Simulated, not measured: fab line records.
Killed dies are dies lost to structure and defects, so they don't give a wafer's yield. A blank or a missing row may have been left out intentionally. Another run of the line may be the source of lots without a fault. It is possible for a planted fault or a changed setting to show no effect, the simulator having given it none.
fab line records	flow n5Finfet	part 1 of 2: steps 1 to 4 of 6
record lots=22	wafers=66	lastDay=18
route steps=1938 shown MOL_CONTACT_COAG@619 BEOL_M0_SAQP@632 BEOL_M0@717
lots untouched by any fault: they come from a run of this same line in which no faults occurred
startH: the number of hours between the record's first day and the start of the first shown wafer of the lot	waitH: hours from the lot's prior step to this one	" unchanged from the row above	L1.1+2: a single row standing in for several wafers	- either no value or no given start	* or withheld: withheld	< > ~ a bound
route shown NAME@n: names a module that has steps shown in the file, with the first one's number in the route	usual: mean and standard deviation over wafers with no fault	same: alike in all rows	chamber/n: place in a boat	sites: the reading at each site	_std_site: the values' standard deviation	_edge_site: mean of outer sites minus mean of inner sites	radiusMm: how far each site lies from the wafer's centre	mask NAME#n: copy n	behind: tool/chamber where the wafer was last shaped	hold: what put the lot on hold/how long, in hours/how the hold closed	device: whichever transistor did not switch (one of n, p or np)	end of line: at the end of the route, the tests of the same wafers	a step without rows: its recipe alone	killed: dies that structure and defects cost at the first sort, which is not the same as the wafer's yield	map: dies across one wafer; x = killed, . = not, _ = none there
set.NAME: setting as actually run; set.NAME@STEP: the setting as run at that earlier step	model.NAME: the simulator's own value behind a step, which no gauge read
a sample of lots followed through the steps of the route, with each step as a table and each wafer as a row
services: a tool's chamber out of use, with start hour (startH, from the record's first day; less than 0 if before it), hours out, and reason
## steps
# step N5_MOL_CONTACT_COAG_STRIP_49
# recipe chemistry=N2/H2	timeS=30	powerW=1000	tempC=250	pressureMtorr=withheld	n2FlowSccm=1750	h2FlowSccm=3250
# usual drypumpMotorCurrentA=5.62/0.29	h2FlowSccm=3249/8.8	heaterPowerW=344/37
lot.wafer	tool	chamber	startH	waitH	drypumpMotorCurrentA	h2FlowSccm	heaterPowerW	rfHoursCounterH
L074.1	plasmaAsher-02	1	105.23	-	5.87	3253	351	41
L074.3	"	1	"	"	5.87	3260	345	-
L074.6	"	1	"	"	5.84	3264	349	-
L075.1	plasmaAsher-02	0	114.12	-	5.43	3240	298	42
L075.4	"	1	"	"	5.85	3263	350	-
L075.5	"	0	"	"	5.43	3237	299	-
L076.2	plasmaAsher-02	0	126.06	-	5.42	3247	301	45
L076.3	"	0	"	"	5.44	3250	311	-
L076.6	"	1	"	"	5.86	3245	339	-
L077.1	plasmaAsher-01	0	130.72	-	5.21	3253	421	95
L077.2	"	1	"	"	5.97	3241	335	95
L077.4	"	1	"	"	5.97	3233	347	-
L078.1	plasmaAsher-02	0	134.91	-	5.44	3252	305	47
L078.2	"	1	"	"	5.86	3237	338	47
L078.6	"	0	"	"	5.43	3244	312	-
L080.2	plasmaAsher-02	0	143.77	-	5.43	3246	306	49
L080.3	"	1	"	"	5.85	3243	348	-
L080.4	"	0	"	"	5.42	3254	306	-
L081.1	plasmaAsher-01	0	144.97	-	5.21	3239	408	97
L081.3	"	1	"	"	5.96	3229	335	-
L081.6	"	0	"	"	5.22	3258	414	-
L082.2	plasmaAsher-01	1	150.29	-	5.96	3250	336	98
L082.3	"	1	"	"	5.98	3250	333	-
L082.6	"	1	"	"	5.97	3241	332	-
L083.3	plasmaAsher-02	0	153.48	-	5.41	3251	304	-
L083.4	"	1	"	"	5.87	3259	349	-
L083.5	"	0	"	"	5.44	3260	297	-
L084.1	plasmaAsher-01	0	161.67	-	5.20	3242	411	100
L084.2	"	1	"	"	5.98	3254	341	100
L084.5	"	0	"	"	5.21	3244	408	-
L086.1	plasmaAsher-01	1	175.36	-	5.96	3258	334	102
L086.2	"	0	"	"	5.22	3244	413	102
L086.5	"	1	"	"	5.96	3259	336	-
L087.2	plasmaAsher-02	0	178.94	-	5.42	3259	309	57
L087.4	"	0	"	"	5.43	3253	304	-
L087.6	"	1	"	"	5.87	3237	346	-
L088.1	plasmaAsher-02	0	181.94	-	5.41	3254	313	58
L088.5	"	1	"	"	5.86	3251	352	-
L088.6	"	0	"	"	5.43	3257	311	-
L089.2	plasmaAsher-02	1	194.63	-	5.87	3248	344	61
L089.4	"	0	"	"	5.42	3242	295	-
L089.6	"	0	"	"	5.43	3239	308	-
L090.1	plasmaAsher-01	0	202.24	-	5.21	3232	417	107
L090.2	"	1	"	"	5.97	3248	339	107
L090.6	"	1	"	"	5.96	3251	338	-
L091.4	plasmaAsher-02	1	206.25	-	5.85	3256	346	-
L091.5	"	0	"	"	5.43	3242	296	-
L091.6	"	1	"	"	5.84	3255	349	-
L092.1	plasmaAsher-02	1	211.55	-	5.87	3245	351	65
L092.2	"	0	"	"	5.43	3242	309	65
L092.4	"	0	"	"	5.41	3241	305	-
L093.1	plasmaAsher-01	0	218.11	-	5.21	3244	418	112
L093.3	"	0	"	"	5.20	3244	410	-
L093.4	"	1	"	"	5.97	3270	349	-
L095.2	plasmaAsher-02	1	230.12	-	5.86	3248	355	68
L095.4	"	1	"	"	5.85	3267	356	-
L095.5	"	0	"	"	5.44	3240	308	-
L094.1	plasmaAsher-02	0	230.97	-	5.43	3261	294	68
L094.3	"	1	"	"	5.86	3242	345	-
L094.6	"	0	"	"	5.43	3259	307	-
L096.1	plasmaAsher-02	0	234.27	-	5.43	3253	312	70
L096.4	"	1	"	"	5.86	3257	345	-
L096.5	"	1	"	"	5.86	3246	336	-
L097.1	plasmaAsher-02	1	239.76	-	5.88	3241	357	71
L097.4	"	0	"	"	5.42	3244	303	-
L097.6	"	0	"	"	5.41	3248	301	-
# step N5_MOL_CONTACT_COAG_CMP_52
# recipe stopOn=SiO2	tOverpolishS=1.5	postCmpClean=wDiluteNh4oh	downForcePsi=4	platenRpm=50.289	padVelocityMS=1.0006	targetThkNm=66.5
# usual motorCurrentA=12.4/1.1	overpolishRunS=1.499/0.009	timeToEndpointS=13/3.1
lot.wafer	tool	chamber	startH	waitH	motorCurrentA	overpolishRunS	timeToEndpointS
L074.1	cmp-02	3	106.00	0.1	11.4	1.503	11
L074.3	"	0	"	"	13.5	1.506	9
L074.6	"	1	"	"	11.8	1.513	12
L075.4	cmp-03	1	114.73	0.0	12.8	1.500	10
L075.1	"	3	"	"	11.4	1.479	10
L075.5	"	2	"	"	12.0	1.496	8
L076.3	cmp-03	2	126.70	0.0	12.4	1.488	10
L076.2	"	0	"	"	14.0	1.505	9
L076.6	"	3	"	"	11.9	1.492	11
L077.4	cmp-01	3	131.32	0.0	11.2	1.501	16
L077.1	"	0	"	"	11.8	1.497	18
L077.2	"	2	"	"	12.2	1.508	15
L078.1	cmp-03	0	135.51	0.0	14.2	1.506	9
L078.2	"	3	"	"	12.1	1.486	10
L078.6	"	0	"	"	13.6	1.502	9
L080.3	cmp-01	0	144.39	0.0	11.2	1.492	17
L080.2	"	2	"	"	11.6	1.494	13
L080.4	"	3	"	"	10.6	1.503	17
L081.1	cmp-01	2	145.65	0.1	11.6	1.503	13
L081.3	"	3	"	"	10.2	1.503	16
L081.6	"	0	"	"	12.4	1.502	15
L082.3	cmp-03	0	150.89	0.0	13.4	1.525	13
L082.2	"	2	"	"	12.4	1.495	13
L082.6	"	0	"	"	13.3	1.492	13
L083.4	cmp-03	2	154.09	0.1	12.3	1.516	9
L083.3	"	0	"	"	14.0	1.491	10
L083.5	"	1	"	"	12.8	1.505	11
L084.2	cmp-03	1	162.34	0.1	12.6	1.498	10
L084.1	"	2	"	"	11.7	1.488	9
L084.5	"	3	"	"	11.7	1.491	9
L086.1	cmp-02	1	175.96	0.0	12.0	1.490	14
L086.2	"	3	"	"	11.7	1.513	13
L086.5	"	1	"	"	11.9	1.493	16
L087.2	cmp-02	1	179.58	0.1	12.2	1.493	17
L087.4	"	3	"	"	11.1	1.493	14
L087.6	"	1	"	"	12.0	1.510	16
L088.1	cmp-03	3	182.62	0.1	12.1	1.513	13
L088.5	"	1	"	"	12.9	1.509	14
L088.6	"	2	"	"	12.4	1.497	13
L089.2	cmp-02	0	195.24	0.0	14.0	1.484	6
L089.4	"	2	"	"	13.7	1.488	10
L089.6	"	1	"	"	11.7	1.504	11
L090.1	cmp-01	3	202.88	0.1	11.2	1.508	14
L090.2	"	0	"	"	12.9	1.512	17
L090.6	"	3	"	"	10.8	1.503	15
L091.4	cmp-01	2	206.83	0.0	12.3	1.496	12
L091.6	"	2	"	"	11.3	1.508	12
L091.5	"	3	"	"	10.0	1.491	14
L092.1	cmp-03	3	212.19	0.1	11.8	1.499	9
L092.2	"	0	"	"	14.1	1.512	10
L092.4	"	1	"	"	12.6	1.498	14
L093.3	cmp-01	1	218.78	0.1	10.7	1.514	17
L093.4	"	2	"	"	11.9	1.503	13
L093.1	"	3	"	"	10.9	1.499	13
L095.2	cmp-03	1	230.80	0.1	12.7	1.505	15
L095.4	"	2	"	"	12.4	1.507	12
L095.5	"	0	"	"	14.3	1.506	13
L094.3	cmp-02	0	231.57	0.0	14.2	1.503	10
L094.1	"	1	"	"	11.9	1.491	16
L094.6	"	1	"	"	12.1	1.515	15
L096.1	cmp-03	1	234.94	0.1	12.9	1.504	13
L096.4	"	2	"	"	12.3	1.510	11
L096.5	"	3	"	"	11.6	1.505	11
L097.1	cmp-02	2	240.43	0.1	14.1	1.499	19
L097.4	"	3	"	"	11.8	1.509	15
L097.6	"	0	"	"	14.6	1.499	14
# step N5_BEOL_M0_SAQP_PECVD_00
# recipe material=SiCN	targetThkA=80	tempC=withheld	precursor=3MS/NH3	pressureTorr=3	rfW=202	timeS=14
# usual showerheadPlenumPTorr=3.664/0.013	showerheadVppV=896/35	throttleValvePct=9.0/0.4
lot.wafer	tool	chamber	startH	waitH	showerheadPlenumPTorr	showerheadVppV	throttleValvePct
L074.1	pecvd-02	2	109.61	0.2	3.665	818	8.4
L074.3	"	0	"	"	3.678	934	9.1
L074.6	"	1	"	"	3.684	925	9.0
L075.1	pecvd-02	0	118.41	0.2	3.672	936	9.1
L075.4	"	1	"	"	3.671	925	9.4
L075.5	"	2	"	"	3.651	828	8.3
L076.2	pecvd-03	1	130.38	0.2	3.661	909	9.1
L076.3	"	2	"	"	3.674	946	8.5
L076.6	"	0	"	"	3.653	847	9.8
L077.1	pecvd-03	2	135.00	0.2	3.687	931	8.3
L077.2	"	1	"	"	3.674	897	8.9
L077.4	"	2	"	"	3.688	920	8.3
L078.1	pecvd-02	0	139.19	0.2	3.671	943	9.0
L078.2	"	2	"	"	3.657	842	8.4
L078.6	"	1	"	"	3.684	932	8.8
L080.2	pecvd-02	0	148.33	0.2	3.678	942	9.0
L080.3	"	2	"	"	3.656	829	8.4
L080.4	"	2	"	"	3.667	838	8.4
L081.1	pecvd-02	2	151.34	0.2	3.655	823	8.7
L081.3	"	1	"	"	3.687	926	9.2
L081.6	"	2	"	"	3.664	830	8.3
L082.2	pecvd-01	1	154.58	0.2	3.639	903	9.0
L082.3	"	2	"	"	3.682	904	8.7
L082.6	"	1	"	"	3.644	905	8.8
L083.3	pecvd-01	2	157.73	0.1	3.672	893	8.7
L083.4	"	2	"	"	3.671	886	8.6
L083.5	"	0	"	"	3.651	902	9.3
L084.1	pecvd-02	2	165.97	0.2	3.655	816	8.7
L084.2	"	1	"	"	3.686	926	9.2
L084.5	"	1	"	"	3.679	916	8.9
L086.1	pecvd-03	2	179.65	0.2	3.678	946	8.4
L086.2	"	0	"	"	3.651	833	9.7
L086.5	"	1	"	"	3.667	919	9.3
L087.2	pecvd-02	1	183.23	0.2	3.672	910	9.0
L087.4	"	2	"	"	3.657	837	8.7
L087.6	"	2	"	"	3.668	831	8.8
L088.1	pecvd-01	2	186.24	0.2	3.672	891	8.4
L088.5	"	2	"	"	3.667	896	8.5
L088.6	"	1	"	"	3.647	899	9.1
L089.2	pecvd-01	1	198.91	0.2	3.648	887	8.7
L089.4	"	2	"	"	3.673	913	8.9
L089.6	"	1	"	"	3.646	910	8.7
L090.1	pecvd-03	1	206.52	0.2	3.668	913	8.8
L090.2	"	2	"	"	3.688	935	8.4
L090.6	"	0	"	"	3.660	829	9.5
L091.4	pecvd-03	0	210.52	0.1	3.654	838	9.6
L091.5	"	1	"	"	3.664	915	9.1
L091.6	"	2	"	"	3.666	918	8.6
L092.1	pecvd-01	1	215.84	0.2	3.642	900	9.0
L092.2	"	1	"	"	3.648	902	8.9
L092.4	"	1	"	"	3.634	895	8.9
L093.1	pecvd-01	1	222.47	0.2	3.651	903	9.1
L093.3	"	1	"	"	3.655	896	8.8
L093.4	"	0	"	"	3.665	901	9.4
L095.2	pecvd-03	0	234.41	0.2	3.662	849	9.7
L095.4	"	2	"	"	3.679	913	8.0
L095.5	"	1	"	"	3.664	922	9.4
L094.1	pecvd-03	0	237.41	0.2	3.655	845	9.6
L094.3	"	1	"	"	3.675	902	9.1
L094.6	"	1	"	"	3.666	913	8.7
L096.1	pecvd-02	1	240.40	0.2	3.683	916	9.2
L096.4	"	1	"	"	3.673	917	9.1
L096.5	"	2	"	"	3.656	842	8.6
L097.1	pecvd-01	1	244.04	0.2	3.653	910	9.0
L097.4	"	0	"	"	3.660	890	9.2
L097.6	"	1	"	"	3.640	889	8.9
# step N5_BEOL_M0_SAQP_ETCH_107
# recipe chemistry=CH3F/O2	target=SiNx	targetDepthA=300	maskMaterial=SOC	pressureMtorr=30	sourceW=395	biasW=73	Ar_flow_sccm=150	CH3F_flow_sccm=30	O2_flow_sccm=20	ionEnergyEv=120
# usual biasW=73.02/0.2	drypumpMotorCurrentA=5.8/0.44	oesProductAu=0.79/0.088	rfVppV=297/6.4	showerheadPlenumPTorr=2.04/0.062	throttleValvePct=16.4/0.32
lot.wafer	tool	chamber	startH	waitH	biasW	drypumpMotorCurrentA	oesProductAu	rfHoursCounterH	rfVppV	showerheadPlenumPTorr	throttleValvePct
L074.1	rieDiel-02	2	113.57	0.0	73.10	6.6	0.97	2	304	2.05	15.8
L074.3	"	0	"	"	72.81	5.1	0.72	179	301	1.99	16.7
L074.6	"	2	"	"	73.08	6.6	0.97	-	304	2.05	15.8
L075.1	rieDiel-04	3	122.57	0.0	73.05	5.7	0.71	233	297	2.04	16.1
L075.4	"	2	"	"	73.09	5.7	0.76	134	306	2.09	16.7
L075.5	"	0	"	"	73.10	5.6	0.74	-	301	2.00	16.7
L076.2	rieDiel-02	2	139.11	0.0	73.18	6.6	0.95	9	305	2.04	15.8
L076.3	"	0	"	"	73.47	5.1	0.71	185	301	1.99	16.7
L076.6	"	1	"	"	72.65	5.4	0.86	-	294	2.03	15.9
L077.1	rieDiel-02	1	140.75	0.0	73.34	5.4	0.87	49	294	2.03	16.0
L077.2	"	3	"	"	73.08	6.6	0.95	17	299	2.13	16.2
L077.4	"	2	"	"	73.22	6.6	0.95	9	304	2.04	15.8
L078.1	rieDiel-03	0	144.37	0.0	73.22	5.9	0.77	149	294	2.01	16.4
L078.2	"	3	"	"	73.06	5.6	0.92	21	290	2.14	16.1
L078.6	"	0	"	"	73.23	5.9	0.77	-	293	2.01	16.4
L080.2	rieDiel-03	1	152.37	0.0	73.00	6.0	0.74	159	284	1.91	16.5
L080.3	"	0	"	"	73.00	5.9	0.76	152	295	2.00	16.4
L080.4	"	3	"	"	73.04	5.6	0.91	24	288	2.13	16.1
L081.1	rieDiel-03	1	155.25	0.0	72.56	6.0	0.75	160	285	1.91	16.5
L081.3	"	0	"	"	72.73	5.9	0.76	153	295	2.00	16.4
L081.6	"	3	"	"	73.07	5.6	0.90	-	289	2.13	16.1
L082.2	rieDiel-04	1	158.34	0.0	72.90	6.3	0.74	181	305	2.07	16.1
L082.3	"	0	"	"	73.07	5.6	0.73	175	300	2.00	16.8
L082.6	"	1	"	"	72.83	6.3	0.74	-	304	2.07	16.1
L083.3	rieDiel-02	0	161.67	0.0	73.20	5.1	0.71	193	300	1.98	16.7
L083.4	"	1	"	"	73.10	5.4	0.85	57	294	2.02	16.0
L083.5	"	3	"	"	72.98	6.6	0.92	-	301	2.13	16.2
L084.1	rieDiel-04	1	172.14	0.0	73.27	6.3	0.74	185	304	2.07	16.1
L084.2	"	3	"	"	72.92	5.7	0.70	247	296	2.04	16.2
L084.5	"	1	"	"	73.28	6.3	0.74	-	305	2.07	16.1
L086.1	rieDiel-04	0	184.21	0.0	72.68	5.6	0.73	183	300	2.00	16.8
L086.2	"	2	"	"	73.02	5.7	0.73	154	306	2.09	16.7
L086.5	"	1	"	"	72.80	6.3	0.73	-	306	2.07	16.1
L087.2	rieDiel-02	3	187.14	0.0	73.03	6.5	0.91	32	302	2.13	16.2
L087.4	"	2	"	"	73.00	6.6	0.90	25	304	2.04	15.8
L087.6	"	0	"	"	73.05	5.1	0.70	-	299	1.98	16.7
L088.1	rieDiel-03	0	192.32	0.0	72.92	5.9	0.75	167	296	2.00	16.4
L088.5	"	3	"	"	72.53	5.7	0.87	-	288	2.13	16.1
L088.6	"	0	"	"	73.08	5.9	0.74	-	295	2.00	16.4
L089.2	rieDiel-04	1	203.94	0.0	72.77	6.3	0.72	198	304	2.06	16.1
L089.4	"	3	"	"	72.92	5.7	1.01	3	296	2.03	15.7
L089.6	"	0	"	"	72.87	5.6	0.71	-	299	2.00	16.8
L090.1	rieDiel-04	3	211.53	0.0	73.13	5.7	1.01	5	294	2.03	15.7
L090.2	"	0	"	"	73.26	5.6	0.72	193	299	2.00	16.8
L090.6	"	2	"	"	73.35	5.7	0.72	-	305	2.08	16.7
L091.4	rieDiel-04	0	215.66	0.0	72.96	5.6	0.71	194	300	1.99	16.8
L091.5	"	1	"	"	72.82	6.3	0.73	-	304	2.06	16.1
L091.6	"	2	"	"	73.05	5.7	0.72	-	305	2.08	16.7
L092.1	rieDiel-03	1	220.44	0.0	73.04	6.0	0.73	181	285	1.90	16.5
L092.2	"	2	"	"	73.21	5.0	0.78	115	293	2.01	16.5
L092.4	"	3	"	"	72.84	5.6	0.86	47	289	2.13	16.1
L093.1	rieDiel-03	2	226.84	0.0	73.06	5.0	0.77	117	292	2.01	16.5
L093.3	"	1	"	"	73.26	6.0	0.73	183	285	1.90	16.5
L093.4	"	3	"	"	73.20	5.6	0.87	49	288	2.13	16.1
L095.2	rieDiel-03	0	241.15	0.0	73.15	5.9	0.75	179	296	2.00	16.4
L095.4	"	3	"	"	73.00	5.7	0.87	53	288	2.13	16.1
L095.5	"	1	"	"	72.79	6.0	0.73	-	285	1.90	16.5
L094.1	rieDiel-03	1	243.42	0.0	72.86	5.9	0.73	188	283	1.90	16.6
L094.3	"	2	"	"	72.81	5.0	0.78	121	293	2.01	16.5
L094.6	"	2	"	"	72.75	5.0	0.77	-	294	2.01	16.5
L096.1	rieDiel-04	3	244.46	0.0	73.22	5.8	0.98	13	296	2.03	15.7
L096.4	"	0	"	"	72.91	5.6	0.71	202	300	1.99	16.8
L096.5	"	2	"	"	73.33	5.7	0.73	-	304	2.08	16.7
L097.1	rieDiel-03	1	249.10	0.0	73.05	6.0	0.73	189	285	1.90	16.6
L097.4	"	3	"	"	72.80	5.7	0.85	55	288	2.12	16.1
L097.6	"	3	"	"	73.16	5.7	0.85	-	287	2.12	16.1
